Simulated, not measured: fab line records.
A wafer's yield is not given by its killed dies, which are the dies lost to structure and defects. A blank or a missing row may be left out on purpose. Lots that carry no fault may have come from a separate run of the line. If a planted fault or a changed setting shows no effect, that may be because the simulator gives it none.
fab line records + flow n5Finfet
record
- lots=4
- wafers=12
- lastDay=18
route steps=1938 shown HKMG_FIN@402 BEOL_M4@1111 PASSIVATION@1936
lots that met no fault: from a run of the same line without faults
startH: the number of hours between the record's first day and the start of the first shown wafer of the lot + waitH: hours elapsed since this lot's preceding step + " the same as in the row above + L1.1+2: a row that stands for several wafers + - no value present, or no start provided + * or withheld: withheld + < > ~ a bound
route shown NAME@n: NAME is a module with steps in the file, n the number in the route of the first one + usual: mean and standard deviation over wafers with no fault + same: alike in all rows + chamber/n: place in a boat + sites: readings site by site + _std_site: their standard deviation + _edge_site: mean of outer sites minus mean of inner sites + radiusMm: how far each site lies from the wafer's centre + mask NAME#n: copy n + behind: the most recent tool/chamber to have shaped the wafer + hold: the reason the lot was held/the length of the hold in hours/how it ended + device: transistor that didn't switch, given as n, p or np + end of line: at the end of the route, the tests of the same wafers + a step given without rows: its recipe and nothing more + killed: count of dies lost to structure and defects at first sort (not the wafer's yield) + map: the dies of a wafer, with x for killed, . for not killed, _ for no die there
set.NAME: the run value of the setting; set.NAME@STEP: its run value at that earlier step + model.NAME: the simulator's own value behind a step, which no gauge read
a table for each step, a row for each wafer; lots at some steps of the route
## steps
# step N5_HKMG_FIN_ETCH_54
# recipe
- chemistry=CF4
- target=SiARC
- targetDepthA=455
- maskMaterial=CAR-ArF
- timeS=75.8
- ionEnergyEv=80
- pressureMtorr=40
- sourceW=545
- biasW=36
- Ar_flow_sccm=100
- cf4FlowSccm=100
- ends=cleared
# step N5_HKMG_FIN_ETCH_55
# recipe
- chemistry=N2/H2
- target=SOC
- targetDepthA=2400
- tempC=40
- timeS=300
- ionEnergyEv=200
- maskMaterial=SiARC
- pressureMtorr=30
- sourceW=840
- biasW=150
- n2FlowSccm=200
- h2FlowSccm=200
# step N5_HKMG_FIN_STRIP_56
# recipe
- chemistry=N2/H2
- tempC=40
- n2FlowSccm=200
- h2FlowSccm=200
- rfFrequencyHz=6e+07
# step N5_HKMG_FIN_STRIP_57
# recipe
- chemistry=CF4
- resist=SiARC
- powerW=300
- biasPowerW=75
- pressureMtorr=50
- cf4FlowSccm=150
- rfFrequencyHz=6e+07
# step N5_HKMG_FIN_ETCH_58
# recipe
- chemistry=N2/H2
- target=SOC
- targetDepthA=2158
- ionEnergyEv=50
- biasW=13
- timeS=741
- pressureMtorr=30
- sourceW=875
- n2FlowSccm=200
- h2FlowSccm=200
# step N5_HKMG_FIN_STRIP_93
# recipe
- chemistry=N2/H2
- material=SOC
- timeS=20
- powerW=500
- tempC=40
- pressureMtorr=50
- rfFrequencyHz=6e+07
- biasPowerW=8
- h2Frac=0.5
- n2FlowSccm=300
- h2FlowSccm=300
# step N5_HKMG_FIN_WET_ETCH_76
# recipe
- chemistry=dNH4OH
- mix=1:50
- tempC=25
- target=Al2O3
- stopOn=La2O3
- targetDepthNm=2.25
- dry=ipaMarangoni
- rinseTimeS=30
- rinseTempC=23
# step N5_HKMG_FIN_STRIP_60
# recipe
- chemistry=N2/H2
- powerW=2500
- tempC=300
- h2Frac=0.65
- timeS=360
- pressureMtorr=withheld
- n2FlowSccm=1750
- h2FlowSccm=3250
# step N5_HKMG_FIN_WET_ETCH_77
# recipe
- chemistry=dHCl
- mix=1:10000
- tempC=25
- target=La2O3
- stopOn=HfO2
- targetDepthNm=2
# step N5_HKMG_FIN_WET_ETCH_78
# recipe
- chemistry=dNH4OH
- mix=1:50
- tempC=25
- target=Al2O3
- stopOn=La2O3
- targetDepthNm=4.5
- dry=ipaMarangoni
- rinseTimeS=30
- rinseTempC=23
# step N5_HKMG_FIN_ALD_79
# recipe
- material=TiN
- targetThkA=15
- tempC=400
- aldPrecursorFamily=TiCl4
- aldCoReactant=NH3
- pulseTimeS=1
- purgeTimeS=3
- coReactantPurgeTimeS=2
- coReactantPulseTimeS=2
- aldCycles=68
- pressureTorr=3
# step N5_HKMG_FIN_CVD_62
# recipe
- material=a-Si
- targetThkA=30
- tempC=500
- precursor=Si2H6
- pressureTorr=1
- timeS=20.8
# step N5_HKMG_FIN_RTA_80
# recipe
- tempC=withheld
- timeS=2
- ambient=N2
- idleTempC=600
- rampUpCPerS=150
- rampDownCPerS=60
- coolToC=600
| lot.wafer  | tool         | chamber | startH | waitH |
|------------|--------------|---------|--------|-------|
| L575.1+3+4 | rtpAnneal-01 | 0       | 112.28 | 0.1   |
| L576.2+5+6 | rtpAnneal-02 | 0       | 116.33 | 0.1   |
| L589.1+4+6 | rtpAnneal-02 | 0       | 193.37 | 0.1   |
| L586.1+2+6 | rtpAnneal-02 | 0       | 214.79 | 0.1   |
# step N5_HKMG_FIN_PRECLEAN_64
# recipe
- chemistry=dHF
- timeS=30
- tempC=25
- dilution=withheld
# step N5_HKMG_FIN_WET_ETCH_65
# recipe
- chemistry=TMAH
- tempC=70
- concWtPct=5
- target=a-Si
- stopOn=TiN
- timeS=49
- targetDepthNm=3
# step N5_HKMG_FIN_WET_ETCH_81
# recipe
- chemistry=SC1
- target=TiN
- stopOn=HfO2
- mix=1:1:5
- tempC=60
- timeS=57
- targetDepthNm=6
# step N5_HKMG_FIN_WET_ETCH_82
# recipe
- chemistry=dHCl
- mix=1:10000
- tempC=25
- target=La2O3
- stopOn=HfO2
- targetDepthNm=2
- dry=ipaMarangoni
- rinseTimeS=30
- rinseTempC=23
# step N5_HKMG_FIN_ALD_36
# recipe
- material=TiN
- targetThkA=10
- tempC=400
- aldPrecursorFamily=TiCl4
- aldCoReactant=NH3
- pulseTimeS=1
- purgeTimeS=3
- coReactantPurgeTimeS=2
- coReactantPulseTimeS=2
- aldCycles=47
- pressureTorr=3
# step N5_HKMG_FIN_PWFM_ALD_03
# recipe
- material=TiN
- targetThkA=20
- tempC=400
- aldPrecursorFamily=TiCl4
- aldCoReactant=NH3
- pulseTimeS=1
- purgeTimeS=3
- coReactantPurgeTimeS=2
- coReactantPulseTimeS=2
- aldCycles=91
- pressureTorr=3
# step N5_HKMG_FIN_COAT_29
# recipe
- resist=SOC
- tempC=250
- timeS=60
- spinRpm=1500
- resistThkNm=300
# step N5_HKMG_FIN_COAT_30
# recipe
- resist=SiARC
- tempC=220
- timeS=60
- spinRpm=1500
- resistThkNm=35
# step N5_HKMG_FIN_COAT_06
# recipe
- resist=CAR-ArF
- spinRpm=1500
- resistThkNm=90
# step N5_HKMG_FIN_EBR_08
# recipe
- solvent=PGMEA
- ebrWidthMm=1.5
# step N5_HKMG_FIN_SOFTBAKE_07
# recipe
- tempC=110
- timeS=60
- resist=CAR-ArF
# step N5_HKMG_FIN_EXPOSE_09
# recipe
- maskId=NWFM
- na=1.35
- sourceShape=conventional
- sigmaOuter=0.8
- polarization=unpolarized
- doseMj=39.25
# step N5_HKMG_FIN_PEB_10
# recipe
- pebTempC=withheld
- pebTimeS=60
- resist=CAR-ArF
# step N5_HKMG_FIN_DEVELOP_11
# recipe
- developTimeS=30
- developer=TMAH
- resist=CAR-ArF
- devTempC=23
- rinseLiquid=diw
- dry=airSpin
# step N5_HKMG_FIN_DESCUM_17
# recipe
- chemistry=O2
- timeS=7.9
- sourcePowerW=50
- biasPowerW=20
- pressureMtorr=20
- rfFrequencyHz=2.712e+07
- tempC=40
- resist=CAR-ArF
- o2FlowSccm=225
# step N5_HKMG_FIN_ETCH_31
# recipe
- chemistry=CF4
- target=SiARC
- targetDepthA=455
- maskMaterial=CAR-ArF
- timeS=75.8
- ionEnergyEv=80
- pressureMtorr=40
- sourceW=545
- biasW=36
- Ar_flow_sccm=100
- cf4FlowSccm=100
- ends=cleared
# step N5_HKMG_FIN_ETCH_32
# recipe
- chemistry=N2/H2
- target=SOC
- targetDepthA=2400
- tempC=40
- timeS=300
- ionEnergyEv=200
- maskMaterial=SiARC
- pressureMtorr=30
- sourceW=840
- biasW=150
- n2FlowSccm=200
- h2FlowSccm=200
# step N5_HKMG_FIN_STRIP_33
# recipe
- chemistry=N2/H2
- tempC=40
- n2FlowSccm=200
- h2FlowSccm=200
- rfFrequencyHz=6e+07
# step N5_HKMG_FIN_STRIP_34
# recipe
- chemistry=CF4
- resist=SiARC
- powerW=300
- biasPowerW=75
- pressureMtorr=50
- cf4FlowSccm=150
- rfFrequencyHz=6e+07
# step N5_HKMG_FIN_ETCH_35
# recipe
- chemistry=N2/H2
- target=SOC
- targetDepthA=2158
- ionEnergyEv=65
- biasW=5
- sourceW=3000
- timeS=243.4
- pressureMtorr=30
- n2FlowSccm=200
- h2FlowSccm=200
# step N5_HKMG_FIN_STRIP_92
# recipe
- chemistry=N2/H2
- material=SOC
- timeS=20
- powerW=500
- tempC=40
- pressureMtorr=50
- rfFrequencyHz=6e+07
- biasPowerW=8
- h2Frac=0.5
- n2FlowSccm=300
- h2FlowSccm=300
# step N5_HKMG_FIN_WET_ETCH_18
# recipe
- chemistry=SC1
- target=TiN
- mix=1:1:5
- tempC=*
- timeS=55
- targetDepthNm=5.2
- dry=ipaMarangoni
- rinseTimeS=30
- rinseTempC=23
# step N5_HKMG_FIN_STRIP_19
# recipe
- chemistry=N2/H2
- powerW=2500
- tempC=300
- h2Frac=0.65
- timeS=360
- pressureMtorr=withheld
- n2FlowSccm=1750
- h2FlowSccm=3250
# step N5_HKMG_FIN_ALD_91
# recipe
- material=TiN
- targetThkA=10
- tempC=400
- aldPrecursorFamily=TiCl4
- aldCoReactant=NH3
- pulseTimeS=1
- purgeTimeS=3
- coReactantPurgeTimeS=2
- coReactantPulseTimeS=2
- aldCycles=47
- pressureTorr=3
# step N5_HKMG_FIN_COAT_85
# recipe
- resist=SOC
- tempC=250
- timeS=60
- spinRpm=1500
- resistThkNm=300
# step N5_BEOL_M4_RC_MEAS_101
# usual
- DIBL_N=36.1/1.6
- DIBL_P=35.8/2.1
- IOFF_N=0.16/0.031
- IOFF_P=0.21/0.034
- ION_N=673/12
- ION_P=461/7.2
- SS_N=71.4/0.59
- SS_P=73.3/0.63
- VT_N=250/3.1
- VT_N_LVT=98/3.1
- VT_P=-250/3.3
- VT_P_LONG=-275.4/3
| lot.wafer | tool      | chamber | startH | waitH | DIBL_N[mV/V] | DIBL_P[mV/V] | IOFF_N[nA/um] | IOFF_P[nA/um] | ION_N[uA/um] | ION_P[uA/um] | SS_N[mV/dec] | SS_P[mV/dec] | VT_N[mV] | VT_N_LVT[mV] | VT_P[mV] | VT_P_LONG[mV] |
|-----------|-----------|---------|--------|-------|--------------|--------------|---------------|---------------|--------------|--------------|--------------|--------------|----------|--------------|----------|---------------|
| L575.1    | prober-01 | 0       | 210.18 | 0.0   | 33.8         | 33.7         | 0.11          | 0.16          | 644          | 443          | 71.2         | 73.1         | 253      | 103          | -253     | -280.1        |
| L575.3    | "         | 0       | "      | "     | 35.4         | 34.8         | 0.14          | 0.17          | 656          | 450          | 70.8         | 73.2         | 250      | 100          | -255     | -278.1        |
| L575.4    | "         | 0       | "      | "     | 35.0         | 34.2         | 0.14          | 0.16          | 660          | 444          | 71.4         | 73.6         | 253      | 100          | -257     | -283.1        |
| L576.2    | prober-01 | 0       | 215.25 | 0.2   | 34.8         | 33.4         | 0.13          | 0.20          | 667          | 463          | 71.3         | 72.9         | 250      | 98           | -247     | -268.7        |
| L576.5    | "         | 0       | "      | "     | 34.0         | 33.0         | 0.12          | 0.19          | 668          | 463          | 71.0         | 73.3         | 251      | 100          | -250     | -270.3        |
| L576.6    | "         | 0       | "      | "     | 36.1         | 33.9         | 0.15          | 0.21          | 686          | 467          | 71.6         | 73.0         | 249      | 96           | -247     | -272.2        |
| L589.1    | prober-02 | 0       | 295.03 | 0.0   | 37.4         | 36.9         | 0.19          | 0.16          | 682          | 448          | 72.6         | 74.2         | 245      | 82           | -256     | -281.8        |
| L589.4    | "         | 0       | "      | "     | 36.8         | 36.5         | 0.19          | 0.15          | 678          | 450          | 71.5         | 74.2         | 246      | 81           | -258     | -283.0        |
| L589.6    | "         | 0       | "      | "     | 37.5         | 37.7         | 0.19          | 0.17          | 678          | 452          | 72.0         | 73.3         | 248      | 84           | -258     | -282.8        |
| L586.1    | prober-01 | 0       | 320.15 | 0.0   | 37.6         | 35.2         | 0.19          | 0.14          | 678          | 440          | 71.8         | 72.3         | 249      | 82           | -261     | -287.0        |
| L586.2    | "         | 0       | "      | "     | 39.8         | 37.6         | 0.25          | 0.17          | 698          | 450          | 72.2         | 73.6         | 244      | 78           | -256     | -285.8        |
| L586.6    | "         | 0       | "      | "     | 39.8         | 37.7         | 0.26          | 0.16          | 688          | 449          | 72.0         | 73.6         | 245      | 78           | -257     | -287.3        |
# step N5_PASSIVATION_PROBE_49
# usual
- defectLimitedYield=91.0/1.5
- killed_at_M0_to_M3=35/11
- killed_at_M4_up=13/6
- killedAtContacts=14/6.5
- killedAtFrontEnd=40/12
- killedAtOther=4/3.4
- killedDies=106/18
- killedOnRim=14/4.7
- killedOpen=68/14
- killedShort=35/7.7
- sort_bin_5_function=5.2/0.98
- sort_bin_6_memory=3.4/0.72
- sort_bin_8_speed=0.02/0.24
- sortNPass=1074/18
- sortYieldPct=91.0/1.5
# same
- grossDies=1180
- killedAtBackSide=0
- sort_bin_4_leakage[%]=0
| lot.wafer | tool      | chamber | startH | waitH | defectLimitedYield[%] | killed_at_M0_to_M3 | killed_at_M4_up | killedAtContacts | killedAtFrontEnd | killedAtOther | killedDies | killedOnRim | killedOpen | killedShort | sort_bin_5_function[%] | sort_bin_6_memory[%] | sort_bin_8_speed[%] | sortNPass | sortYieldPct[%] |
|-----------|-----------|---------|--------|-------|-----------------------|--------------------|-----------------|------------------|------------------|---------------|------------|-------------|------------|-------------|------------------------|----------------------|---------------------|-----------|-----------------|
| L575.1    | prober-01 | -       | 306.71 | 0.0   | 88.3                  | 36                 | 14              | 18               | 67               | 3             | 138        | 25          | 109        | 23          | 6.3                    | 5.3                  | 0                   | 1042      | 88.3            |
| L575.3    | prober-01 | -       | 306.81 | 0.1   | 89.7                  | 62                 | 11              | 17               | 31               | 0             | 121        | 21          | 79         | 35          | 6.0                    | 3.9                  | 0                   | 1059      | 89.7            |
| L575.4    | prober-01 | -       | 306.86 | 0.2   | 88.6                  | 27                 | 26              | 24               | 57               | 1             | 135        | 12          | 95         | 37          | 6.5                    | 4.6                  | 0                   | 1045      | 88.6            |
| L576.2    | prober-02 | -       | 361.94 | 0.1   | 90.8                  | 17                 | 20              | 17               | 44               | 11            | 109        | 15          | 75         | 32          | 5.2                    | 3.8                  | 0                   | 1071      | 90.8            |
| L576.5    | prober-02 | -       | 362.09 | 0.2   | 89.7                  | 44                 | 3               | 13               | 57               | 5             | 122        | 16          | 80         | 37          | 6.4                    | 3.6                  | 0                   | 1058      | 89.7            |
| L576.6    | prober-02 | -       | 362.14 | 0.3   | 89.7                  | 25                 | 10              | 16               | 66               | 5             | 122        | 24          | 81         | 39          | 6.9                    | 3.2                  | 0                   | 1058      | 89.7            |
| L589.1    | prober-02 | -       | 396.18 | 0.0   | 90.8                  | 36                 | 6               | 25               | 39               | 3             | 109        | 17          | 82         | 26          | 4.9                    | 4.2                  | 0.08                | 1070      | 90.7            |
| L589.4    | prober-02 | -       | 396.33 | 0.2   | 91.4                  | 34                 | 6               | 9                | 50               | 2             | 101        | 14          | 59         | 38          | 5.8                    | 2.4                  | 0                   | 1079      | 91.4            |
| L589.6    | prober-02 | -       | 396.43 | 0.3   | 92.0                  | 29                 | 5               | 14               | 39               | 7             | 94         | 15          | 64         | 27          | 4.9                    | 2.9                  | 0                   | 1086      | 92.0            |
| L586.1    | prober-02 | -       | 425.38 | 0.0   | 89.1                  | 33                 | 28              | 28               | 40               | 0             | 129        | 16          | 101        | 28          | 6.2                    | 4.7                  | 1.02                | 1039      | 88.1            |
| L586.2    | prober-02 | -       | 425.43 | 0.1   | 89.7                  | 57                 | 15              | 9                | 41               | 0             | 122        | 20          | 76         | 45          | 6.2                    | 3.7                  | 0                   | 1058      | 89.7            |
| L586.6    | prober-02 | -       | 425.63 | 0.3   | 90.3                  | 35                 | 25              | 6                | 49               | 0             | 115        | 16          | 77         | 37          | 5.8                    | 3.6                  | 0                   | 1065      | 90.3            |
# killed by level:class
L575.1 STI_FIN_REVEAL:geometricParticle:open=26 MOL_CONTACT_COAG:geometricParticle:open=14 FIN_SAQP:geometricParticle:open=10 BEOL_M1:geometricParticle:open=9 BEOL_M0_SAQP:geometricParticle:open=9 BEOL_M2:geometricParticle:open=9 STARTING-WAFER:geometricParticle:open=8 ILD0:geometricParticle:open=6
L575.3 BEOL_M0_SAQP:geometricParticle:short=16 MOL_CONTACT_COAG:geometricParticle:open=15 BEOL_M0_SAQP:geometricParticle:open=14 BEOL_M1:geometricParticle:open=11 BEOL_M2:geometricParticle:open=10 STARTING-WAFER:geometricParticle:open=5 FIN_SAQP:geometricParticle:open=4 FIN_SAQP:geometricParticle:short=4
L575.4 MOL_CONTACT_COAG:geometricParticle:open=20 STI_FIN_REVEAL:geometricParticle:open=18 BEOL_M4:geometricParticle:open=15 FIN_SAQP:geometricParticle:short=11 BEOL_M3:geometricParticle:open=7 FIN_SAQP:geometricParticle:open=6 BEOL_M0_SAQP:geometricParticle:short=5 BEOL_M5:geometricParticle:open=5
L576.2 MOL_CONTACT_COAG:geometricParticle:open=14 STI_FIN_REVEAL:geometricParticle:open=12 GATE_CUT:geometricParticle:open=7 FIN_SAQP:geometricParticle:open=6 BEOL_M4:geometricParticle:open=6 GATE_CUT:geometricParticle:short=5 BEOL_M0_SAQP:geometricParticle:open=4 BEOL_M3:geometricParticle:open=4
L576.5 STI_FIN_REVEAL:geometricParticle:open=18 MOL_CONTACT_COAG:geometricParticle:open=10 FIN_SAQP:geometricParticle:short=9 BEOL_M2:geometricParticle:open=9 BEOL_M3:geometricParticle:open=9 FIN_SAQP:geometricParticle:open=8 BEOL_M0_SAQP:geometricParticle:open=8 BEOL_M0_SAQP:geometricParticle:short=8
L576.6 STI_FIN_REVEAL:geometricParticle:open=29 MOL_CONTACT_COAG:geometricParticle:open=14 FIN_SAQP:geometricParticle:open=10 FIN_SAQP:geometricParticle:short=9 BEOL_M0_SAQP:geometricParticle:open=6 GATE_CUT:geometricParticle:short=6 BEOL_M0_SAQP:geometricParticle:short=5 BEOL_M2:geometricParticle:open=5
L589.1 MOL_CONTACT_COAG:geometricParticle:open=23 BEOL_M2:geometricParticle:open=11 FIN_SAQP:geometricParticle:open=10 BEOL_M1:geometricParticle:open=8 STI_FIN_REVEAL:geometricParticle:open=7 DUMMY_GATE:geometricParticle:open=6 BEOL_M0_SAQP:geometricParticle:short=6 FIN_SAQP:geometricParticle:short=5
L589.4 FIN_SAQP:geometricParticle:open=15 FIN_SAQP:geometricParticle:short=12 BEOL_M0_SAQP:geometricParticle:short=8 MOL_CONTACT_COAG:geometricParticle:open=8 BEOL_M1:geometricParticle:open=7 DUMMY_GATE:geometricParticle:open=5 DUMMY_GATE:geometricParticle:short=5 BEOL_M2:geometricParticle:open=5
L589.6 DUMMY_GATE:geometricParticle:open=10 MOL_CONTACT_COAG:geometricParticle:open=10 FIN_SAQP:geometricParticle:open=8 BEOL_M0_SAQP:geometricParticle:open=8 BEOL_M1:geometricParticle:open=6 BEOL_M2:geometricParticle:open=5 FIN_SAQP:geometricParticle:short=4 STI_FIN_REVEAL:geometricParticle:open=4
L586.1 MOL_CONTACT_COAG:geometricParticle:open=24 BEOL_M4:geometricParticle:open=22 FIN_SAQP:geometricParticle:short=12 BEOL_M3:geometricParticle:open=9 BEOL_M2:geometricParticle:open=8 STI_FIN_REVEAL:geometricParticle:open=7 DUMMY_GATE:geometricParticle:open=5 FIN_SAQP:geometricParticle:open=4
L586.2 BEOL_M0_SAQP:geometricParticle:open=15 BEOL_M0_SAQP:geometricParticle:short=14 BEOL_M3:geometricParticle:open=13 FIN_SAQP:geometricParticle:open=10 FIN_SAQP:geometricParticle:short=10 BEOL_M4:geometricParticle:open=9 MOL_CONTACT_COAG:geometricParticle:open=6 BEOL_M3:geometricParticle:short=5
L586.6 FIN_SAQP:geometricParticle:open=13 FIN_SAQP:geometricParticle:short=12 BEOL_M4:geometricParticle:open=12 BEOL_M3:geometricParticle:open=9 STI_FIN_REVEAL:geometricParticle:open=8 BEOL_M1:geometricParticle:open=7 MOL_CONTACT_COAG:geometricParticle:open=6 BEOL_M4:geometricParticle:short=6
## key
firstSign
- step=N5_BEOL_M4_RC_MEAS_101
- reading=VT_N_LVT
- direction=down
- sigmas=5.5
- usual=98
- struck=81
effect
- step=N5_BEOL_M4_RC_MEAS_101
- reading=VT_P_LONG
- direction=down
- sigmas=3.1
- usual=-275.4
- struck=-284.6
effect
- step=N5_BEOL_M4_RC_MEAS_101
- reading=VT_P
- direction=down
- sigmas=2.2
- usual=-250
- struck=-258
effect
- step=N5_BEOL_M4_RC_MEAS_101
- reading=ION_P
- direction=down
- sigmas=1.8
- usual=461
- struck=448
effect
- step=N5_BEOL_M4_RC_MEAS_101
- reading=IOFF_N
- direction=up
- sigmas=1.7
- usual=0.16
- struck=0.21
metAt N5_HKMG_FIN_RTA_80
struckWafers L586.1,L586.2,L586.6,L589.1,L589.4,L589.6
onsetBetween 116.33 193.37
alsoFits time
fault
- kind=processParameterDrift
- tool=rtpAnneal-02
- chamber=-
- onsetH=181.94
- steps=N5_HKMG_FIN_RTA_80
- channel=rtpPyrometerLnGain
- offset=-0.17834
- shape=step
- endH=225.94
